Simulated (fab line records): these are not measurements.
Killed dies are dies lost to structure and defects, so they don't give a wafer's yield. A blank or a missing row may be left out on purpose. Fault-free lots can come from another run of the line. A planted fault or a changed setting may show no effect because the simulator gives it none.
Which tool is to blame? || flow n5 finfet || 29 wafers from 10 lots sampled at 7 of the route's 1938 steps

WHAT THE GAUGES READ, wafer by wafer
N5_BEOL_M0_INSPECT_127: inspects for defects (darkfield).
{"lot": "L420", "measured": "day 6 00:23", "on": "defect inspect-02", "raw defect count": "137 93 94"}
{"lot": "L421", "measured": "day 6 08:01", "on": "defect inspect-02", "raw defect count": "36 31 54"}
{"lot": "L422", "measured": "day 6 22:19", "on": "defect inspect-02", "raw defect count": "77 114 72"}
{"lot": "L432", "measured": "day 9 11:19", "on": "defect inspect-01", "raw defect count": "1061 44 61"}
{"lot": "L435", "measured": "day 9 20:44", "on": "defect inspect-02", "raw defect count": "79 65 1079"}
{"lot": "L437", "measured": "day 10 02:57", "on": "defect inspect-02", "raw defect count": "82 53 45"}
{"lot": "L438", "measured": "day 10 17:17", "on": "defect inspect-01", "raw defect count": "55 89 69"}
{"lot": "L440", "measured": "day 11 10:49", "on": "defect inspect-02", "raw defect count": "72 82 96"}
{"lot": "L442", "measured": "day 11 17:16", "on": "defect inspect-01", "raw defect count": "71 108"}
{"lot": "L443", "measured": "day 12 00:54", "on": "defect inspect-01", "raw defect count": "57 103 75"}

N5_BEOL_M1_INSPECT_13: inspects for defects (brightfield).
{"lot": "L420", "measured": "day 6 02:23", "on": "defect inspect-02", "raw defect count": "524 497 372"}
{"lot": "L421", "measured": "day 6 09:37", "on": "defect inspect-02", "raw defect count": "434 358 324"}
{"lot": "L422", "measured": "day 6 23:00", "on": "defect inspect-02", "raw defect count": "484 611 469"}
{"lot": "L432", "measured": "day 9 14:03", "on": "defect inspect-01", "raw defect count": "1535 575 372"}
{"lot": "L435", "measured": "day 9 21:53", "on": "defect inspect-01", "raw defect count": "363 385 1424"}
{"lot": "L437", "measured": "day 10 05:13", "on": "defect inspect-01", "raw defect count": "297 415 354"}
{"lot": "L438", "measured": "day 10 18:05", "on": "defect inspect-02", "raw defect count": "312 501 405"}
{"lot": "L440", "measured": "day 11 12:18", "on": "defect inspect-02", "raw defect count": "560 438 476"}
{"lot": "L442", "measured": "day 11 18:55", "on": "defect inspect-01", "raw defect count": "315 410"}
{"lot": "L443", "measured": "day 12 03:24", "on": "defect inspect-02", "raw defect count": "511 431 385"}

N5_BEOL_M4_RC_MEAS_101.
{"lot": "L420", "measured": "day 8 07:52", "on": "prober-02", "DIBL_N (mV/V)": "36.7 37.2 35.3", "DIBL_P (mV/V)": "36.3 36.8 34.4", "IOFF_N (nA/um)": "0.153 0.171 0.142", "IOFF_P (nA/um)": "0.21 0.23 0.18", "ION_N (uA/um)": "667 673 666", "ION_P (uA/um)": "459 459 461", "SS_N (mV/dec)": "71.6 71.7 71.2", "SS_P (mV/dec)": "72.7 73.6 72.6", "VT_N (mV)": "251 250 252", "VT_P (mV)": "-252 -249 -251"}
{"lot": "L421", "measured": "day 8 17:17", "on": "prober-01", "DIBL_N (mV/V)": "37.9 37.5 35.9", "DIBL_P (mV/V)": "38.4 37.2 36.3", "IOFF_N (nA/um)": "0.208 0.182 0.166", "IOFF_P (nA/um)": "0.24 0.23 0.22", "ION_N (uA/um)": "696 671 688", "ION_P (uA/um)": "472 461 474", "SS_N (mV/dec)": "72.1 71.8 70.9", "SS_P (mV/dec)": "73.4 73.3 73.4", "VT_N (mV)": "245 247 247", "VT_P (mV)": "-247 -248 -249"}
{"lot": "L422", "measured": "day 9 02:08", "on": "prober-02", "DIBL_N (mV/V)": "34.0 36.0 33.7", "DIBL_P (mV/V)": "33.8 37.2 33.5", "IOFF_N (nA/um)": "0.141 0.186 0.142", "IOFF_P (nA/um)": "0.19 0.26 0.19", "ION_N (uA/um)": "683 685 678", "ION_P (uA/um)": "462 468 465", "SS_N (mV/dec)": "71.2 71.9 70.4", "SS_P (mV/dec)": "72.1 73.3 72.3", "VT_N (mV)": "250 245 249", "VT_P (mV)": "-250 -246 -250"}
{"lot": "L432", "measured": "day 11 12:53", "on": "prober-01", "DIBL_N (mV/V)": "35.4 34.8 34.9", "DIBL_P (mV/V)": "35.9 35.0 34.9", "IOFF_N (nA/um)": "0.176 0.153 0.155", "IOFF_P (nA/um)": "0.23 0.21 0.21", "ION_N (uA/um)": "693 682 678", "ION_P (uA/um)": "478 471 470", "SS_N (mV/dec)": "71.7 70.9 70.7", "SS_P (mV/dec)": "73.7 73.1 73.3", "VT_N (mV)": "246 249 248", "VT_P (mV)": "-247 -248 -250"}
{"lot": "L435", "measured": "day 11 20:23", "on": "prober-02", "DIBL_N (mV/V)": "37.2 37.9 36.4", "DIBL_P (mV/V)": "36.8 38.4 36.6", "IOFF_N (nA/um)": "0.162 0.173 0.152", "IOFF_P (nA/um)": "0.21 0.23 0.21", "ION_N (uA/um)": "670 679 672", "ION_P (uA/um)": "459 462 456", "SS_N (mV/dec)": "71.5 71.5 72.0", "SS_P (mV/dec)": "73.0 73.5 72.5", "VT_N (mV)": "253 250 251", "VT_P (mV)": "-248 -249 -250"}
{"lot": "L437", "measured": "day 12 03:52", "on": "prober-01", "DIBL_N (mV/V)": "35.5 37.5 35.3", "DIBL_P (mV/V)": "35.8 39.5 35.7", "IOFF_N (nA/um)": "0.158 0.209 0.144", "IOFF_P (nA/um)": "0.20 0.26 0.20", "ION_N (uA/um)": "681 700 661", "ION_P (uA/um)": "464 476 460", "SS_N (mV/dec)": "70.7 71.8 71.2", "SS_P (mV/dec)": "73.1 73.2 72.8", "VT_N (mV)": "246 242 249", "VT_P (mV)": "-251 -247 -250"}
{"lot": "L438", "measured": "day 13 05:15", "on": "prober-02", "DIBL_N (mV/V)": "33.4 34.1 34.6", "DIBL_P (mV/V)": "34.3 34.8 35.3", "IOFF_N (nA/um)": "0.121 0.133 0.136", "IOFF_P (nA/um)": "0.14 0.15 0.15", "ION_N (uA/um)": "668 677 677", "ION_P (uA/um)": "450 455 456", "SS_N (mV/dec)": "71.4 71.6 71.7", "SS_P (mV/dec)": "72.9 72.9 72.8", "VT_N (mV)": "253 250 250", "VT_P (mV)": "-256 -257 -258"}
{"lot": "L440", "measured": "day 13 17:22", "on": "prober-01", "DIBL_N (mV/V)": "34.4 33.9 36.7", "DIBL_P (mV/V)": "34.9 34.4 37.3", "IOFF_N (nA/um)": "0.137 0.128 0.166", "IOFF_P (nA/um)": "0.18 0.18 0.21", "ION_N (uA/um)": "666 659 675", "ION_P (uA/um)": "456 456 459", "SS_N (mV/dec)": "71.0 71.1 71.2", "SS_P (mV/dec)": "72.7 72.4 73.2", "VT_N (mV)": "251 252 250", "VT_P (mV)": "-253 -255 -253"}
{"lot": "L442", "measured": "day 14 00:10", "on": "prober-01", "DIBL_N (mV/V)": "36.4 37.0", "DIBL_P (mV/V)": "38.0 39.4", "IOFF_N (nA/um)": "0.163 0.172", "IOFF_P (nA/um)": "0.20 0.22", "ION_N (uA/um)": "666 676", "ION_P (uA/um)": "459 464", "SS_N (mV/dec)": "71.1 71.1", "SS_P (mV/dec)": "73.1 73.1", "VT_N (mV)": "246 249", "VT_P (mV)": "-252 -251"}
{"lot": "L443", "measured": "day 14 08:04", "on": "prober-02", "DIBL_N (mV/V)": "36.7 37.4 35.5", "DIBL_P (mV/V)": "38.3 38.4 37.9", "IOFF_N (nA/um)": "0.173 0.189 0.159", "IOFF_P (nA/um)": "0.21 0.22 0.21", "ION_N (uA/um)": "680 674 683", "ION_P (uA/um)": "466 461 462", "SS_N (mV/dec)": "72.6 71.5 72.3", "SS_P (mV/dec)": "73.2 73.3 72.8", "VT_N (mV)": "247 246 249", "VT_P (mV)": "-251 -251 -250"}

EACH LOT AND THE TOOL THAT RAN IT (in order: tool; ch and the chambers of the sampled wafers; start)
{"lot": "L420", "N5_BEOL_M0_ALD_136": "ald metal-03 ch 0,1, day 5 19:12", "N5_BEOL_M0_SPUTTER_134": "pvd sputter-03, day 5 20:04", "N5_BEOL_M0_PRE_CLEAN_124": "pecvd-02 ch 0,1,2, day 6 00:16", "N5_BEOL_M1_ILD_DEP_00": "pecvd-04 ch 0,1, day 6 00:25"}
{"lot": "L421", "N5_BEOL_M0_ALD_136": "ald metal-03 ch 0,1,2, day 6 02:54", "N5_BEOL_M0_SPUTTER_134": "pvd sputter-03, day 6 03:32", "N5_BEOL_M0_PRE_CLEAN_124": "pecvd-03 ch 0,1,2, day 6 07:53", "N5_BEOL_M1_ILD_DEP_00": "pecvd-04 ch 1,2, day 6 08:03"}
{"lot": "L422", "N5_BEOL_M0_ALD_136": "ald metal-03 ch 1,3, day 6 17:00", "N5_BEOL_M0_SPUTTER_134": "pvd sputter-01, day 6 17:38", "N5_BEOL_M0_PRE_CLEAN_124": "pecvd-03 ch 0,2, day 6 22:13", "N5_BEOL_M1_ILD_DEP_00": "pecvd-01 ch 0,1, day 6 22:22"}
{"lot": "L432", "N5_BEOL_M0_ALD_136": "ald metal-04 ch 1,2,3, day 9 08:04", "N5_BEOL_M0_SPUTTER_134": "pvd sputter-03, day 9 10:01", "N5_BEOL_M0_PRE_CLEAN_124": "pecvd-03 ch 0,1,2, day 9 11:12", "N5_BEOL_M1_ILD_DEP_00": "pecvd-04 ch 0,1, day 9 11:21"}
{"lot": "L435", "N5_BEOL_M0_ALD_136": "ald metal-01 ch 0,2,3, day 9 16:40", "N5_BEOL_M0_SPUTTER_134": "pvd sputter-02, day 9 19:31", "N5_BEOL_M0_PRE_CLEAN_124": "pecvd-03 ch 0,1, day 9 20:36", "N5_BEOL_M1_ILD_DEP_00": "pecvd-01 ch 0,1,2, day 9 20:47"}
{"lot": "L437", "N5_BEOL_M0_ALD_136": "ald metal-03 ch 1,2,3, day 10 00:29", "N5_BEOL_M0_SPUTTER_134": "pvd sputter-03, day 10 01:37", "N5_BEOL_M0_PRE_CLEAN_124": "pecvd-01 ch 0,1, day 10 02:50", "N5_BEOL_M1_ILD_DEP_00": "pecvd-04 ch 1,2, day 10 03:00"}
{"lot": "L438", "N5_BEOL_M0_ALD_136": "ald metal-03 ch 0,1,2, day 10 15:06", "N5_BEOL_M0_SPUTTER_134": "pvd sputter-01, day 10 16:05", "N5_BEOL_M0_PRE_CLEAN_124": "pecvd-02 ch 0,2, day 10 17:10", "N5_BEOL_M1_ILD_DEP_00": "pecvd-02 ch 0,1,2, day 10 17:20"}
{"lot": "L440", "N5_BEOL_M0_ALD_136": "ald metal-01 ch 2,3, day 11 08:55", "N5_BEOL_M0_SPUTTER_134": "pvd sputter-02, day 11 09:34", "N5_BEOL_M0_PRE_CLEAN_124": "pecvd-01 ch 0,2, day 11 10:41", "N5_BEOL_M1_ILD_DEP_00": "pecvd-02 ch 0,1,2, day 11 10:50"}
{"lot": "L442", "N5_BEOL_M0_ALD_136": "ald metal-01 ch 2,3, day 11 14:55", "N5_BEOL_M0_SPUTTER_134": "pvd sputter-03, day 11 15:49", "N5_BEOL_M0_PRE_CLEAN_124": "pecvd-02 ch 1,2, day 11 17:09", "N5_BEOL_M1_ILD_DEP_00": "pecvd-04 ch 1,2, day 11 17:19"}
{"lot": "L443", "N5_BEOL_M0_ALD_136": "ald metal-03 ch 0,1,2, day 11 22:34", "N5_BEOL_M0_SPUTTER_134": "pvd sputter-03, day 11 23:27", "N5_BEOL_M0_PRE_CLEAN_124": "pecvd-02 ch 0,1,2, day 12 00:47", "N5_BEOL_M1_ILD_DEP_00": "pecvd-02 ch 0,1,2, day 12 00:56"}
- N5_BEOL_M0_ALD_136: deposits TaN, pulse time 2 s, purge time 3 s, co reactant purge time 2 s.
- N5_BEOL_M0_SPUTTER_134: material Cu, target thk 4 nm, time 7.37 s.
- N5_BEOL_M0_PRE_CLEAN_124: time 15 s.
- N5_BEOL_M1_ILD_DEP_00: deposits SiOC from DEMS/O2, target thk 79 nm, time 15.3 s.

AS READ BY THE TOOLS THEMSELVES (means over the sampled wafers that have a number; for cases with no such wafer, the mark the record gives instead)
N5_BEOL_M0_ALD_136.
{"lot": "L420", "tool": "ald metal-03", "heater power w (W)": 393}
{"lot": "L421", "tool": "ald metal-03", "heater power w (W)": 393}
{"lot": "L422", "tool": "ald metal-03", "heater power w (W)": 408}
{"lot": "L432", "tool": "ald metal-04", "heater power w (W)": 434}
{"lot": "L435", "tool": "ald metal-01", "heater power w (W)": 385}
{"lot": "L437", "tool": "ald metal-03", "heater power w (W)": 408}
{"lot": "L438", "tool": "ald metal-03", "heater power w (W)": 393}
{"lot": "L440", "tool": "ald metal-01", "heater power w (W)": 372}
{"lot": "L442", "tool": "ald metal-01", "heater power w (W)": 373}
{"lot": "L443", "tool": "ald metal-03", "heater power w (W)": 393}

N5_BEOL_M0_SPUTTER_134.
{"lot": "L420", "tool": "pvd sputter-03", "throttle valve pct (%)": 31.9}
{"lot": "L421", "tool": "pvd sputter-03", "throttle valve pct (%)": 30.9}
{"lot": "L422", "tool": "pvd sputter-01", "throttle valve pct (%)": 30.8}
{"lot": "L432", "tool": "pvd sputter-03", "throttle valve pct (%)": 29.7}
{"lot": "L435", "tool": "pvd sputter-02", "throttle valve pct (%)": 30.6}
{"lot": "L437", "tool": "pvd sputter-03", "throttle valve pct (%)": 29.8}
{"lot": "L438", "tool": "pvd sputter-01", "throttle valve pct (%)": 31.6}
{"lot": "L440", "tool": "pvd sputter-02", "throttle valve pct (%)": 30.3}
{"lot": "L442", "tool": "pvd sputter-03", "throttle valve pct (%)": 28.8}
{"lot": "L443", "tool": "pvd sputter-03", "throttle valve pct (%)": 30.8}

N5_BEOL_M1_ILD_DEP_00.
{"lot": "L420", "tool": "pecvd-04", "heater power w (W)": 531, "showerhead plenum p Torr (Torr)": 5.687, "throttle valve pct (%)": 12.3}
{"lot": "L421", "tool": "pecvd-04", "heater power w (W)": 483, "showerhead plenum p Torr (Torr)": 5.694, "throttle valve pct (%)": 11.4}
{"lot": "L422", "tool": "pecvd-01", "heater power w (W)": 485, "showerhead plenum p Torr (Torr)": 5.676, "throttle valve pct (%)": 13.2}
{"lot": "L432", "tool": "pecvd-04", "heater power w (W)": 549, "showerhead plenum p Torr (Torr)": 5.692, "throttle valve pct (%)": 12.3}
{"lot": "L435", "tool": "pecvd-01", "heater power w (W)": 465, "showerhead plenum p Torr (Torr)": 5.694, "throttle valve pct (%)": 12.6}
{"lot": "L437", "tool": "pecvd-04", "heater power w (W)": 498, "showerhead plenum p Torr (Torr)": 5.690, "throttle valve pct (%)": 11.4}
{"lot": "L438", "tool": "pecvd-02", "heater power w (W)": 478, "showerhead plenum p Torr (Torr)": 5.699, "throttle valve pct (%)": 11.6}
{"lot": "L440", "tool": "pecvd-02", "heater power w (W)": 444, "showerhead plenum p Torr (Torr)": 5.693, "throttle valve pct (%)": 11.6}
{"lot": "L442", "tool": "pecvd-04", "heater power w (W)": 474, "showerhead plenum p Torr (Torr)": 5.684, "throttle valve pct (%)": 11.3}
{"lot": "L443", "tool": "pecvd-02", "heater power w (W)": 466, "showerhead plenum p Torr (Torr)": 5.692, "throttle valve pct (%)": 11.8}

THE ANSWER, worked out from the rows above alone
Rule: usual is defined by the lots themselves. Put in order of their means at a reading, lots are off if they are a third of the lots or fewer, leave a main group of 4 or more, and stand apart from it by a gap of 3 or more times the standard deviation of the main group's means; of several such gaps the widest counts. A main group is skipped when, at the precision printed for the reading in the tables above, its means are all equal. Also off: a lot with no number at a reading for which 4 or more lots have one. The other lots that the step has rows for count as sound. The gauges are gone through in route order, then the tools' own readings, and for those a lot's mean is taken as printed above. At the first step where some lot is off, the reading lying furthest off is the one used; lots without a number count as furthest.
Off: L432, L435 (N5_BEOL_M0_INSPECT_127, raw defect count). For the main group the mean is 77 and the standard deviation 19.
A tool fits if, at a process step before that reading, it ran every lot that is off, and no sound lot after the first of them. The gauges at N5_BEOL_M0_INSPECT_127 are tried like those tools. One fits: N5_BEOL_M0_PRE_CLEAN_124 on pecvd-03. A fault onset in the window from L422 (day 6 22:13, its last sound lot) to L432 (day 9 11:12, its first lot off) fits.

WHAT THE SIMULATOR HAD PUT IN
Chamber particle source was pecvd-03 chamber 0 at N5_BEOL_M0_PRE_CLEAN_124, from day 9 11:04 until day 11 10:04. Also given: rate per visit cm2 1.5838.
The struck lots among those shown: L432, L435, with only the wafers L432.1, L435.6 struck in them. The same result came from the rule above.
